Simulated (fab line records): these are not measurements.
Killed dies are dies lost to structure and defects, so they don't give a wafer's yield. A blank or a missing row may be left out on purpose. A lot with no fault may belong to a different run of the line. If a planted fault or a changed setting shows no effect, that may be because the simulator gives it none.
fab line records    flow n5_finfet
[record] lots = 7  wafers = 21
route steps=1938 shown BEOL_M11@1575 BEOL_M12@1649 BEOL_M13@1705 BEOL_M15@1794
start_h: hours from the record's opening day to when the first of the lot's shown wafers began    wait_h: hours since the lot's step before    " the same as in the row above    L1.1+2: several wafers, shown together as one row    - either no value or no given start    * or withheld: withheld    < > ~ a bound
route shown NAME@n: a module of which the file shows steps, and the number in the route of the first    usual: the fault-free wafers' mean and standard deviation    same: alike in all rows    chamber/n: place in a boat    sites: per-site readings    _std_site: the standard deviation of these    _edge_site: inner sites' mean taken away from outer sites' mean    radius_mm: how far each site lies from the wafer's centre    mask NAME#n: copy n    behind: the last tool/chamber to shape the wafer    hold: why the lot was held/for how many hours/how that ended    device: transistor that didn't switch, given as n, p or np    end of line: at the end of the route, the tests of the same wafers    step lacking rows: just its recipe    killed: at the first sort, the dies lost to defects and structure; wafer yield is something else    map: a wafer's dies, x killed, . not, _ none there
set.NAME: the run value of the setting; set.NAME@STEP: its run value at that earlier step    model.NAME: the simulator's own value behind a step, which no gauge read
lots with deliberately changed settings; one table per step, one row per wafer
[[steps]]
[step N5_BEOL_M11_VIA_ETCH_34]
[recipe] chemistry = C4F6/O2  target = SiCOH_lowk  target_depth_a = 1845  mask_material = SOC  taper_deg = 4  time_s = 69.2  ion_energy_ev = 250  pressure_mtorr = 30  source_w = 345  bias_w = 185  Ar_flow_sccm = 300  C4F6_flow_sccm = 10  O2_flow_sccm = 10
lot.wafer  tool         chamber  start_h  wait_h  set.time_s  model.etch.depth_nm
L078.1     rie_diel-04  2        251.09   0.0     74.29       203.7
L078.2     "            0        "        "       69.2        183.7
L078.6     "            3        "        "       74.29       198.8
L079.3     rie_diel-02  0        254.92   0.0     69.2        179.2
L079.4     "            1        "        "       69.2        181.5
L079.5     "            0        "        "       65.26       169.5
L087.3     rie_diel-02  3        310.30   0.0     69.2        186
L087.4     "            0        "        "       69.2        178.7
L087.6     "            2        "        "       69.2        182.1
L088.4     rie_diel-04  2        310.59   0.0     69.2        187.7
L088.5     "            3        "        "       73.92       196.8
L088.6     "            2        "        "       73.92       201.6
L091.1     rie_diel-04  3        337.89   0.0     65.2        171.7
L091.3     "            1        "        "       69.2        188
L091.4     "            1        "        "       65.2        176.9
L093.1     rie_diel-02  1        349.22   0.0     69.2        188.9
L093.3     "            3        "        "       69.2        187.1
L093.4     "            0        "        "       69.2        180.2
L097.2     rie_diel-04  0        365.56   0.0     69.2        182.6
L097.4     "            3        "        "       69.2        186.1
L097.5     "            0        "        "       69.2        183.3
[step N5_BEOL_M12_SPUTTER_44]
[recipe] material = Ta  target_thk_a = 100  temp_c = 50  bias_v = 80  power_w = 15000  chamber_pressure_pa = 0.07  time_s = 16.13
lot.wafer  tool            chamber  start_h  wait_h  set.time_s  model.Ta_of_BEOL_M12_SPUTTER_44.thk_nm
L078.1     pvd_sputter-01  -        262.69   0.0     17.9        11
L078.2     "               -        "        "       16.13       9.8
L078.6     "               -        "        "       16.13       9.6
L079.3     pvd_sputter-02  -        263.48   0.0     16.13       10
L079.4     "               -        "        "       16.13       9.8
L079.5     "               -        "        "       17          10.4
L088.4     pvd_sputter-03  -        318.97   0.0     18.01       11.4
L088.5     "               -        "        "       18.01       11.2
L088.6     "               -        "        "       16.13       10
L087.3+4   pvd_sputter-03  -        319.29   0.0     16.13       10
L087.6     "               -        "        "       16.13       10.2
L091.1     pvd_sputter-01  -        347.16   0.0     14.98       9.2
L091.3     "               -        "        "       16.13       9.8
L091.4     "               -        "        "       14.98       9
L093.1+4   pvd_sputter-01  -        358.51   0.0     17.3        10.6
L093.3     "               -        "        "       16.13       9.6
L097.2+4   pvd_sputter-01  -        374.61   0.0     16.13       10
L097.5     "               -        "        "       17.41       10.8
[step N5_BEOL_M13_SPUTTER_43]
[recipe] material = TaN  target_thk_a = 150  temp_c = 50  bias_v = 168.6  power_w = 15000  chamber_pressure_pa = 0.12  time_s = 24.19
lot.wafer   tool            chamber  start_h  wait_h  set.time_s  model.TaN_of_BEOL_M13_SPUTTER_43.thk_nm
L078.1      pvd_sputter-03  -        268.80   0.0     24.19       14.8
L078.2      "               -        "        "       25.16       15.6
L078.6      "               -        "        "       25.16       15.4
L079.3      pvd_sputter-03  -        269.16   0.0     21          13.2
L079.4+5    "               -        "        "       24.19       15
L088.4      pvd_sputter-02  -        323.28   0.0     24.19       14.6
L088.5+6    "               -        "        "       24.19       14.8
L087.3+4+6  pvd_sputter-01  -        323.36   0.0     24.19       15
L091.1+4    pvd_sputter-03  -        355.14   0.0     24.19       15
L091.3      "               -        "        "       24.19       14.8
L093.1+3    pvd_sputter-02  -        371.08   0.0     21.59       13.4
L093.4      "               -        "        "       24.19       15
L097.2      pvd_sputter-02  -        380.64   0.0     24.19       14.8
L097.4+5    "               -        "        "       24.19       15
[step N5_BEOL_M15_COAT_56]
[recipe] resist = SOC  temp_c = 250  time_s = 60  spin_rpm = 1500  resist_thk_nm = 550
lot.wafer  tool            chamber  start_h  wait_h  set.spin_rpm  model.SOC_of_BEOL_M15_COAT_56.thk_nm
L078.1+6   litho_track-04  0        277.59   0.0     1500          550
L078.2     "               0        "        "       1500          550.6
L079.3     litho_track-04  0        279.29   0.0     1500          550.2
L079.4     "               0        "        "       1588          535.2
L079.5     "               0        "        "       1588          533.2
L088.4     litho_track-02  0        330.72   0.0     1500          549
L088.5     "               0        "        "       1500          549.8
L088.6     "               0        "        "       1585          536.2
L087.3     litho_track-02  0        332.11   0.0     1500          549.4
L087.4     "               0        "        "       1500          549
L087.6     "               0        "        "       1500          548.4
L091.1     litho_track-03  0        364.88   0.0     1500          552
L091.3     "               0        "        "       1407          569.6
L091.4     "               0        "        "       1500          552.8
L093.1     litho_track-04  0        380.12   0.0     1574          539
L093.3     "               0        "        "       1574          538.2
L093.4     "               0        "        "       1500          552.8
L097.2+4   litho_track-04  0        390.72   0.0     1500          553.2
L097.5     "               0        "        "       1570          539
[step N5_BEOL_M15_EXPOSE_25]
[recipe] mask_id = M15  na = 0.8  source_shape = annular  sigma_inner = 0.5  sigma_outer = 0.8  polarization = unpolarized  target_cd_nm = 400  dose_mj = 35.5
lot.wafer   tool            chamber  start_h  wait_h  mask   set.dose_mj
L078.1      krf_scanner-01  0        278.45   -       M15#0  35.5
L078.2+6    "               0        "        "       M15#0  37.84
L079.3+4+5  krf_scanner-01  0        280.11   -       M15#0  35.5
L088.4+5+6  krf_scanner-02  0        331.39   -       M15#0  38.14
L087.3+4+6  krf_scanner-02  0        333.04   -       M15#0  35.5
L091.1+3    krf_scanner-01  0        365.67   -       M15#0  35.5
L091.4      "               0        "        "       M15#0  34.17
L093.1+4    krf_scanner-02  0        380.96   -       M15#0  35.5
L093.3      "               0        "        "       M15#0  37.31
L097.2+4+5  krf_scanner-01  0        391.53   -       M15#0  35.5
[step N5_BEOL_M15_PEB_26]
[recipe] peb_temp_c = 130  peb_time_s = 90
[step N5_BEOL_M15_DEVELOP_27]
[recipe] develop_time_s = 45  rinse_liquid = diw  dry = air_spin  dev_temp_c = 21
[step N5_BEOL_M15_HARDBAKE_32]
[recipe] temp_c = 130  time_s = 120
[step N5_BEOL_M15_CD_MEAS_28]
[recipe] target_cd_nm = 407.6  landing_energy_ev = 500  detector = se_inlens
[usual] cd_nm = 407.5/1.7
lot.wafer  tool       chamber  start_h  wait_h  set.dose_mj@BEOL_M15_EXPOSE_25  cd_nm
L078.1     cd_sem-03  0        278.62   -       35.5                            403.0
L078.2     "          0        "        "       37.84                           413.5
L078.6     "          0        "        "       37.84                           415.3
L079.3     cd_sem-03  0        280.27   -       35.5                            408.5
L079.4     "          0        "        "       35.5                            406.1
L079.5     "          0        "        "       35.5                            406.7
L088.4     cd_sem-02  0        331.55   -       38.14                           415.9
L088.5     "          0        "        "       38.14                           417.2
L088.6     "          0        "        "       38.14                           417.4
L087.3     cd_sem-01  0        333.20   -       35.5                            407.5
L087.4     "          0        "        "       35.5                            408.3
L087.6     "          0        "        "       35.5                            406.1
L091.1     cd_sem-02  0        365.84   -       35.5                            406.8
L091.3     "          0        "        "       35.5                            404.9
L091.4     "          0        "        "       34.17                           399.8
L093.1     cd_sem-01  0        381.14   -       35.5                            409.2
L093.3     "          0        "        "       37.31                           416.4
L093.4     "          0        "        "       35.5                            408.6
L097.2     cd_sem-03  0        391.70   -       35.5                            409.8
L097.4     "          0        "        "       35.5                            409.7
L097.5     "          0        "        "       35.5                            409.0
[step N5_BEOL_M15_DESCUM_33]
[recipe] chemistry = O2  time_s = 7.9  source_power_w = 50  bias_power_w = 20  pressure_mtorr = 20  rf_frequency_hz = 2.712e+07  temp_c = 40  o2_flow_sccm = 225
lot.wafer  tool         chamber  start_h  wait_h  set.dose_mj@BEOL_M15_EXPOSE_25  model.BEOL_M15.cd_nm
L078.1     rie_diel-06  1        280.68   2.0     35.5                            403
L078.2     "            3        "        "       37.84                           413.6
L078.6     "            1        "        "       37.84                           415.4
L079.3     rie_diel-02  0        282.41   2.1     35.5                            408.2
L079.4     "            2        "        "       35.5                            406.2
L079.5     "            0        "        "       35.5                            406.6
L088.4     rie_diel-06  0        331.63   0.0     38.14                           416.2
L088.5     "            3        "        "       38.14                           416.8
L088.6     "            0        "        "       38.14                           417.6
L087.3     rie_diel-06  3        333.73   0.5     35.5                            407.6
L087.4     "            2        "        "       35.5                            408.2
L087.6     "            1        "        "       35.5                            406.6
L091.1     rie_diel-06  3        365.93   0.0     35.5                            406.6
L091.3     "            1        "        "       35.5                            405
L091.4     "            3        "        "       34.17                           400
L093.1     rie_diel-04  3        381.46   0.3     35.5                            409.2
L093.3     "            0        "        "       37.31                           416.4
L093.4     "            2        "        "       35.5                            408.8
L097.2     rie_diel-04  1        392.06   0.3     35.5                            409.8
L097.4     "            1        "        "       35.5                            410
L097.5     "            0        "        "       35.5                            409.2
[step N5_BEOL_M15_ETCH_61]
[recipe] chemistry = N2/H2  target = BARC  target_depth_a = 890  overetch_a = 267  time_s = 67.9  ion_energy_ev = 200  pressure_mtorr = 30  source_w = 840  bias_w = 150  n2_flow_sccm = 200  h2_flow_sccm = 200
lot.wafer  tool         chamber  start_h  wait_h  set.dose_mj@BEOL_M15_EXPOSE_25  model.BEOL_M15.cd_nm
L078.1     rie_diel-06  1        280.71   0.0     35.5                            395.2
L078.2     "            3        "        "       37.84                           405.8
L078.6     "            1        "        "       37.84                           408.2
L079.3     rie_diel-02  0        282.44   0.0     35.5                            399.8
L079.4     "            2        "        "       35.5                            398.6
L079.5     "            0        "        "       35.5                            398.2
L088.4     rie_diel-06  0        331.67   0.0     38.14                           408.8
L088.5     "            3        "        "       38.14                           409.2
L088.6     "            0        "        "       38.14                           409.4
L087.3+4   rie_diel-06  3,2      333.77   0.0     35.5                            399.8
L087.6     "            1        "        "       35.5                            398.2
L091.1     rie_diel-06  3        365.96   0.0     35.5                            398.8
L091.3     "            1        "        "       35.5                            397.2
L091.4     "            3        "        "       34.17                           391.4
L093.1+4   rie_diel-04  3,2      381.50   0.0     35.5                            402
L093.3     "            0        "        "       37.31                           409.4
L097.2     rie_diel-04  1        392.10   0.0     35.5                            402.4
L097.4     "            1        "        "       35.5                            402.6
L097.5     "            0        "        "       35.5                            401
[[key]]
[split] step = N5_BEOL_M11_VIA_ETCH_34  setting = time_s  stated = 69.2  by = wafer
[response] step = N5_BEOL_M11_VIA_ETCH_34  reading = model.etch.depth_nm  change = +2.09  per = 1%  r = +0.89
[split] step = N5_BEOL_M12_SPUTTER_44  setting = time_s  stated = 16.13  by = wafer
[response] step = N5_BEOL_M12_SPUTTER_44  reading = model.Ta_of_BEOL_M12_SPUTTER_44.thk_nm  change = +0.112  per = 1%  r = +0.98
[split] step = N5_BEOL_M13_SPUTTER_43  setting = time_s  stated = 24.19  by = wafer
[response] step = N5_BEOL_M13_SPUTTER_43  reading = model.TaN_of_BEOL_M13_SPUTTER_43.thk_nm  change = +0.143  per = 1%  r = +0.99
[split] step = N5_BEOL_M15_COAT_56  setting = spin_rpm  stated = 1500  by = wafer
[response] step = N5_BEOL_M15_COAT_56  reading = model.SOC_of_BEOL_M15_COAT_56.thk_nm  change = -2.72  per = 1%  r = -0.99
[split] step = N5_BEOL_M15_EXPOSE_25  setting = dose_mj  stated = 35.5  by = wafer
[response] step = N5_BEOL_M15_CD_MEAS_28  reading = cd_nm  change = +1.63  per = 1%  r = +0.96
[response] step = N5_BEOL_M15_DESCUM_33  reading = model.BEOL_M15.cd_nm  change = +1.62  per = 1%  r = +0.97
[response] step = N5_BEOL_M15_ETCH_61  reading = model.BEOL_M15.cd_nm  change = +1.68  per = 1%  r = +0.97
